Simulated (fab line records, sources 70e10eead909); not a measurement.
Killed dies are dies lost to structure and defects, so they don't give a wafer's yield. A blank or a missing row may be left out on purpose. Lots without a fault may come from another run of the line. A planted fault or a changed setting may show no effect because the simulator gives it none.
fab line records | flow nand_harc
record lots=12 wafers=34 last_day=26
route steps=1159 shown A_CHANNEL_FILL_D1@509 A_STAIRCASE@705 A_SGD_CUT@761 END@1159
lots that met no fault: from a run of the same line without faults
start_h: hours from the record's first day to the start of the lot's first wafer shown | wait_h: hours since the lot's step before | " the same as in the row above | L1.1+2: a row that stands for several wafers | - no value, or no start given | * or withheld: withheld | < > ~ a bound
route shown NAME@n: a module of which the file shows steps, and the number in the route of the first | usual: mean/standard deviation of fault-free wafers | same: alike in all rows | chamber/n: place in a boat | sites: the reading at each site | _std_site: their standard deviation | _edge_site: outer sites' mean less inner sites' | radius_mm: how far each site lies from the wafer's centre | mask NAME#n: copy n | behind: the tool/chamber that last shaped the wafer | hold: why the lot was held/for how many hours/how that ended | device: the transistor (n, p or np) that didn't switch | end of line: the same wafers' tests at the end of the route | a step without rows: its recipe alone | killed: dies lost to structure and defects at the first sort, not the wafer's yield | map: a wafer's dies, x killed, . not, _ none there
set.NAME: the setting as run; set.NAME@STEP: as run at that earlier step | model.NAME: the simulator's own value behind a step, which no gauge read
steps of the route over a sample of lots; a table a step, a row a wafer
services: from which hour (start_h, from the record's first day; less than 0 if before it) a tool's chamber was out of use, for how many hours, and why
## steps
# step NHARC_A_CHANNEL_FILL_D1_STRIP_29
# recipe time_s=20 o2_flow_sccm=500 ar_flow_sccm=0 bias_w=0 chemistry=O2
# usual drypump_motor_current_A=5.8/0.32 oes_product_au=0.999/0.014 rf_vpp_V=57.7/0.83 showerhead_plenum_p_Torr=3.51/0.12 throttle_valve_pct=17.036/0.0086
# columns lot.wafer tool chamber start_h wait_h drypump_motor_current_A oes_product_au rf_hours_counter_h rf_vpp_V showerhead_plenum_p_Torr throttle_valve_pct
L284.3 rie_diel-02 1 229.09 - 6.2 0.989 2 57.0 3.46 17.041
L284.1 " 2 " " 5.4 0.976 2 56.6 3.48 17.028
L284.6 " 0 " " 5.7 0.999 - 59.2 3.59 17.018
L285.4 rie_diel-03 1 236.36 - 5.7 1.006 1 58.5 3.72 17.051
L285.3 " 3 " " 5.5 1.004 1 58.1 3.57 17.039
L285.5 " 0 " " 6.3 1.021 - 59.5 3.52 17.030
L288.1 rie_diel-02 0 248.84 - 5.7 1.007 3 59.8 3.59 17.034
L288.3 " 2 " " 5.4 0.983 2 57.3 3.48 17.042
L288.5 " 0 " " 5.7 1.016 - 57.6 3.59 17.044
L287.3 rie_diel-13 0 248.99 - 5.6 0.990 24 58.4 3.54 17.043
L287.5 " 3 " " 6.2 0.987 - 58.2 3.66 17.035
L287.6 " 0 " " 5.6 0.979 - 59.4 3.54 17.045
L289.2 rie_diel-02 3 253.37 - 6.1 0.982 3 57.4 3.33 17.036
L289.4 " 0 " " 5.7 1.006 3 58.6 3.59 17.040
L289.3 " 1 " " 6.2 1.006 2 57.5 3.46 17.059
L290.4 rie_diel-03 2 268.90 - 5.7 0.997 2 58.0 3.33 17.031
L290.1 " 3 " " 5.6 0.997 2 58.5 3.57 17.041
L290.5 " 1 " " 5.7 1.011 - 57.8 3.72 17.031
L292.3 rie_diel-02 3 269.00 - 6.0 0.983 3 56.1 3.33 17.037
L292.6 " 3 " " 6.1 0.975 - 57.5 3.33 17.044
L292.5 " 0 " " 5.7 0.999 - 56.8 3.59 17.029
L294.3 rie_diel-02 3 290.79 - 6.1 0.994 4 56.5 3.33 17.038
L294.1 " 1 " " 6.2 1.004 3 57.4 3.46 17.035
L294.6 " 2 " " 5.4 0.984 - 57.4 3.48 17.043
L302.5 rie_diel-13 1 347.56 - 5.3 0.986 - 57.9 3.59 17.018
L303.4 rie_diel-03 2 349.96 - 5.8 0.988 5 58.3 3.33 17.045
L303.5 " 0 " " 6.3 1.014 - 57.5 3.52 17.021
L303.6 " 1 " " 5.7 1.009 - 57.4 3.72 17.049
L306.3 rie_diel-03 0 358.04 - 6.3 1.015 5 58.1 3.52 17.030
L306.5 " 2 " " 5.8 0.993 - 56.8 3.33 17.035
L306.6 " 3 " " 5.6 0.994 - 58.2 3.57 17.038
L307.2 rie_diel-03 2 380.17 - 5.7 0.995 6 57.4 3.33 17.042
L307.1 " 3 " " 5.6 1.005 6 58.9 3.57 17.022
L307.6 " 0 " " 6.3 1.022 - 58.6 3.52 17.040
# step NHARC_A_STAIRCASE_ALD_420
# recipe target_thk_a=200 pulse_time_s=6 ald_cycles=200 temp_c=300 material=SiO2
# usual heater_power_w=478/50 precursor_pulse_height_rel=1.000/0.019
# columns lot.wafer tool chamber start_h wait_h heater_power_w precursor_pulse_height_rel
L284.1 ald_hk-01 2 269.24 - 433 1.020
L284.3 " 0 " " 495 1.006
L284.6 " 1 " " 433 0.990
L285.4 ald_hk-04 3 278.74 - 499 1.035
L285.3 " 1 " " 501 1.013
L285.5 " 0 " " 389 0.977
L287.3 ald_hk-01 1 288.92 - 438 1.005
L287.5 " 0 " " 487 0.969
L287.6 " 1 " " 439 0.993
L288.3 ald_hk-04 0 289.48 - 397 0.982
L288.1 " 1 " " 490 1.005
L288.5 " 2 " " 541 0.993
L289.3 ald_hk-02 3 293.88 - 394 0.999
L289.4 " 1 " " 500 0.979
L289.2 " 2 " " 478 1.009
L292.3 ald_hk-04 1 315.90 - 500 0.992
L292.5 " 2 " " 571 1.002
L292.6 " 3 " " 506 1.024
L290.4 ald_hk-04 3 321.94 - 491 1.043
L290.1 " 0 " " 402 1.009
L290.5 " 0 " " 386 1.004
L294.1 ald_hk-04 1 337.99 - 488 0.974
L294.3 " 2 " " 553 1.007
L294.6 " 1 " " 496 0.991
L302.5 ald_hk-02 1 389.55 - 511 0.996
L303.4 ald_hk-02 0 393.78 - 500 1.009
L303.6 " 1 " " 503 1.000
L303.5 " 2 " " 483 0.984
L306.3 ald_hk-01 3 401.26 - 542 1.022
L306.6 " 1 " " 449 0.998
L306.5 " 2 " " 441 0.960
L307.1 ald_hk-01 2 422.79 - 438 1.038
L307.2 " 3 " " 540 0.977
L307.6 " 1 " " 443 1.005
# step NHARC_A_STAIRCASE_ETCH_444
# recipe target_depth_a=1.02e+05 time_s=3400 c4f8_flow_sccm=20 o2_flow_sccm=10 ar_flow_sccm=withheld rf_w=600 bias_w=1000 chemistry=C4F8/O2
# usual oes_product_au=0.939/0.018 rf_vpp_V=808/4.1
# columns lot.wafer tool chamber start_h wait_h oes_product_au rf_hours_counter_h rf_vpp_V
L284.3 rie_diel-11 1 304.91 0.4 0.931 38 813
L284.1 " 2 " " 0.950 39 799
L284.6 " 1 " " 0.931 - 812
L285.4 rie_diel-12 0 309.24 0.3 0.933 37 806
L285.3 " 2 " " 0.918 31 812
L285.5 " 3 " " 0.925 - 809
L288.1 rie_diel-07 1 322.02 0.3 0.941 32 805
L288.3 " 3 " " 0.923 28 814
L288.5 " 1 " " 0.938 - 804
L287.3 rie_diel-11 1 322.51 0.6 0.915 47 813
L287.6 " 1 " " 0.914 - 812
L287.5 " 2 " " 0.938 - 798
L289.4 rie_diel-11 2 327.04 0.4 0.944 51 799
L289.3 " 3 " " 0.929 47 809
L289.2 " 0 " " 0.923 51 808
L292.3 rie_diel-07 1 351.48 0.3 0.922 42 805
L292.5 " 0 " " 0.925 - 803
L292.6 " 1 " " 0.930 - 805
L290.1 rie_diel-12 0 358.34 0.1 0.949 53 806
L290.4 " 1 " " 0.930 52 810
L290.5 " 0 " " 0.935 - 806
L294.1 rie_diel-07 1 367.86 0.3 0.939 49 804
L294.3 " 3 " " 0.937 45 814
L294.6 " 0 " " 0.926 - 802
L302.5 rie_diel-11 3 428.57 1.3 0.937 - 810
L303.4 rie_diel-12 1 438.14 0.1 0.944 23 809
L303.5 " 1 " " 0.941 - 811
L303.6 " 2 " " 0.924 - 812
L306.3 rie_diel-12 1 446.66 0.3 0.949 27 809
L306.6 " 0 " " 0.940 - 805
L306.5 " 1 " " 0.946 - 810
L307.1 rie_diel-11 3 459.55 0.1 0.931 32 808
L307.2 " 1 " " 0.913 34 811
L307.6 " 0 " " 0.933 - 807
# step NHARC_A_STAIRCASE_STRIP_446
# recipe power_w=1500 temp_c=250 chemistry=O2
# usual drypump_motor_current_A=5.9/0.4 heater_power_w=314/34
# columns lot.wafer tool chamber start_h wait_h drypump_motor_current_A heater_power_w rf_hours_counter_h
L284.1 plasma_asher-01 1 307.39 0.1 5.9 333 6
L284.3 " 0 " " 5.3 325 -
L284.6 " 1 " " 6.0 342 -
L285.4 plasma_asher-02 1 311.36 0.1 6.2 255 -
L285.3 " 0 " " 6.3 322 -
L285.5 " 0 " " 6.2 321 -
L288.1 plasma_asher-02 1 324.07 0.1 6.2 251 42
L288.3 " 1 " " 6.2 252 -
L288.5 " 0 " " 6.2 311 -
L287.3 plasma_asher-02 1 325.33 0.6 6.2 254 -
L287.5 " 1 " " 6.2 255 -
L287.6 " 0 " " 6.3 313 -
L289.2 plasma_asher-01 1 329.05 0.0 5.9 342 11
L289.4 " 1 " " 5.9 340 -
L289.3 " 0 " " 5.2 316 -
L292.3 plasma_asher-01 0 353.66 0.2 5.3 326 -
L292.6 " 1 " " 5.9 342 -
L292.5 " 0 " " 5.3 327 -
L290.1 plasma_asher-01 0 360.94 0.4 5.3 324 22
L290.4 " 1 " " 6.0 346 -
L290.5 " 0 " " 5.3 322 -
L294.1 plasma_asher-01 0 369.92 0.1 5.3 319 31
L294.3 " 0 " " 5.2 326 -
L294.6 " 0 " " 5.3 333 -
L302.5 plasma_asher-01 0 429.90 0.3 5.3 333 -
L303.4 plasma_asher-02 0 440.54 0.2 6.2 324 -
L303.5 " 0 " " 6.2 325 -
L303.6 " 1 " " 6.2 251 -
L306.3 plasma_asher-02 0 448.83 0.2 6.2 325 -
L306.6 " 1 " " 6.2 254 -
L306.5 " 0 " " 6.2 320 -
L307.1 plasma_asher-01 0 462.26 0.5 5.3 341 0
L307.2 " 1 " " 6.0 356 0
L307.6 " 1 " " 6.0 353 -
# step NHARC_A_SGD_CUT_DESCUM_14
# recipe time_s=3 o2_flow_sccm=200 ar_flow_sccm=0 bias_power_w=0 chemistry=O2
# usual drypump_motor_current_A=5.6/0.41 oes_product_au=0.997/0.012 rf_vpp_V=57.7/0.9 showerhead_plenum_p_Torr=1.90/0.089 throttle_valve_pct=11.313/0.0095
# columns lot.wafer tool chamber start_h wait_h hold drypump_motor_current_A oes_product_au rf_hours_counter_h rf_vpp_V showerhead_plenum_p_Torr throttle_valve_pct
L284.3 rie_diel-08 3 312.84 0.1 - 5.4 0.981 0 57.4 1.78 11.329
L284.1 " 1 " " - 5.8 0.998 0 57.6 2.05 11.319
L284.6 " 0 " " - 5.9 0.998 - 57.0 1.84 11.309
L285.4 rie_diel-08 3 314.80 0.1 - 5.4 0.978 0 57.3 1.78 11.313
L285.3 " 1 " " - 5.8 1.001 0 58.2 2.05 11.326
L285.5 " 3 " " - 5.4 0.980 - 59.0 1.78 11.330
L288.3 rie_diel-04 3 327.63 0.1 - 6.6 0.987 3 57.1 1.95 11.319
L288.1 " 1 " " - 5.0 1.022 3 57.9 1.88 11.324
L288.5 " 3 " " - 6.5 0.984 - 59.5 1.95 11.319
L287.3 rie_diel-01 2 328.91 0.1 - 5.7 1.004 - 58.4 2.05 11.316
L287.6 " 3 " " - 5.8 1.006 - 57.9 1.85 11.305
L287.5 " 2 " " - 5.7 0.999 - 59.2 2.05 11.318
L289.3 rie_diel-08 2 332.66 0.1 - 6.0 0.986 1 58.7 1.90 11.315
L289.2 " 3 " " - 5.4 0.983 1 56.8 1.78 11.326
L289.4 " 1 " " - 5.8 0.993 - 58.4 2.05 11.317
L292.3 rie_diel-01 1 357.17 0.1 - 5.2 0.997 4 58.6 1.83 11.308
L292.6 " 1 " " - 5.2 1.007 - 57.8 1.83 11.308
L292.5 " 2 " " - 5.7 0.988 - 60.1 2.04 11.303
L290.1 rie_diel-01 3 364.58 0.1 - 5.8 1.012 6 58.4 1.85 11.305
L290.4 " 0 " " - 4.9 1.011 5 58.1 1.92 11.325
L290.5 " 0 " " - 4.9 1.005 - 57.0 1.92 11.312
L294.1 rie_diel-08 1 373.49 0.1 - 5.8 1.010 5 58.9 2.04 11.285
L294.3 " 3 " " - 5.4 0.981 5 56.5 1.78 11.309
L294.6 " 0 " " - 5.9 1.007 - 57.3 1.84 11.322
L302.5 rie_diel-01 2 437.71 4.3 await_dispo/4.2h/release 5.7 0.987 - 59.5 2.04 11.302
L303.4 rie_diel-08 3 444.04 0.1 - 5.4 1.000 9 57.3 1.78 11.303
L303.6 " 2 " " - 6.0 0.981 - 58.3 1.90 11.325
L303.5 " 3 " " - 5.4 0.996 - 56.6 1.78 11.319
L306.3 rie_diel-08 0 452.19 0.1 - 5.8 0.996 8 56.7 1.84 11.322
L306.5 " 3 " " - 5.4 0.977 - 56.4 1.78 11.317
L306.6 " 0 " " - 5.8 0.991 - 57.8 1.84 11.313
L307.1 rie_diel-08 1 465.86 0.1 - 5.8 1.015 10 59.2 2.04 11.325
L307.2 " 3 " " - 5.4 0.987 10 57.6 1.78 11.318
L307.6 " 0 " " - 5.8 1.002 - 58.0 1.84 11.315
# step NHARC_END_SORT_01
# recipe temp_c=25
# usual killed_at_array=27/12 killed_at_other=0.9/1.1 killed_at_periphery=3.2/2.4 killed_dies=31/12 killed_open=3.3/1.7 killed_short=2.0/1.6
# same gross_dies=677
# columns lot.wafer tool chamber start_h wait_h killed_at_array killed_at_other killed_at_periphery killed_dies killed_open killed_short
L302.5 prober-01 0 613.53 3.7 120 0 3 123 4 5
# killed by level:class
L302.5 A_CHANNEL_FILL_D1:unspecified=76 A_SLIT:chamber_film_flake=20 A_CHANNEL_HOLE_D1:chamber_film_flake=16 A_CHANNEL_FILL_D1:geometric_particle:short=2 A_CONTACT:geometric_particle:open=2 A_M0:geometric_particle:open=2 P_STI:geometric_particle:short=1 P_M2:geometric_particle:short=1
## services
# columns tool chamber start_h hours kind
rie_diel-03 0 215.06 3.3 repair
rie_diel-03 - 215.32 9.0 pm
rie_diel-08 1 219.20 8.3 repair
rie_diel-02 1 260.49 3.6 repair
rie_diel-08 1 261.65 8.0 repair
plasma_asher-02 - 269.27 0.9 repair
plasma_asher-01 - 276.26 9.0 pm
rie_diel-08 0 282.47 9.4 repair
rie_diel-08 - 301.80 9.0 pm
rie_diel-02 3 315.00 6.4 repair
plasma_asher-01 - 324.16 1.9 repair
rie_diel-02 - 327.70 9.0 pm
rie_diel-03 0 329.59 14.0 repair
rie_diel-08 0 331.78 9.1 repair
rie_diel-08 0 359.31 13.6 repair
plasma_asher-02 - 360.00 9.0 pm
ald_hk-04 - 367.39 10.0 pm
rie_diel-03 - 392.32 9.0 pm
ald_hk-04 - 402.20 1.2 repair
rie_diel-02 1 416.58 14.9 repair
rie_diel-02 2 425.58 5.9 repair
rie_diel-02 0 430.15 9.7 repair
rie_diel-03 2 450.63 8.1 repair
plasma_asher-01 - 453.26 9.0 pm
## key
first_sign step=NHARC_END_SORT_01 reading=killed_at_array direction=up sigmas=8 usual=27 struck=120
effect step=NHARC_END_SORT_01 reading=killed_dies direction=up sigmas=7.9 usual=31 struck=123
more_kills_born_at NHARC_A_CHANNEL_FILL_D1_STRIP_29@rie_diel-13=76
met_at NHARC_A_CHANNEL_FILL_D1_STRIP_29
struck_lots L302
struck_wafers L302.5
tester_left_out L302
not_acting_at NHARC_A_STAIRCASE_ALD_420,NHARC_A_STAIRCASE_ETCH_444,NHARC_A_STAIRCASE_STRIP_446
fault kind=chamber_particle_source tool=rie_diel-13 chamber=1 onset_h=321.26 steps=NHARC_A_CHANNEL_FILL_D1_STRIP_29 rate_per_visit_cm2=0.83111 end_h=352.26
# tester_left_out: of these lots the tester's yield and bins aren't shown, on N5 and GAA mostly nor the transistor test; their killed dies are dies lost to structure and defects alone, not to doping, threshold or leakage, so they don't give the yield
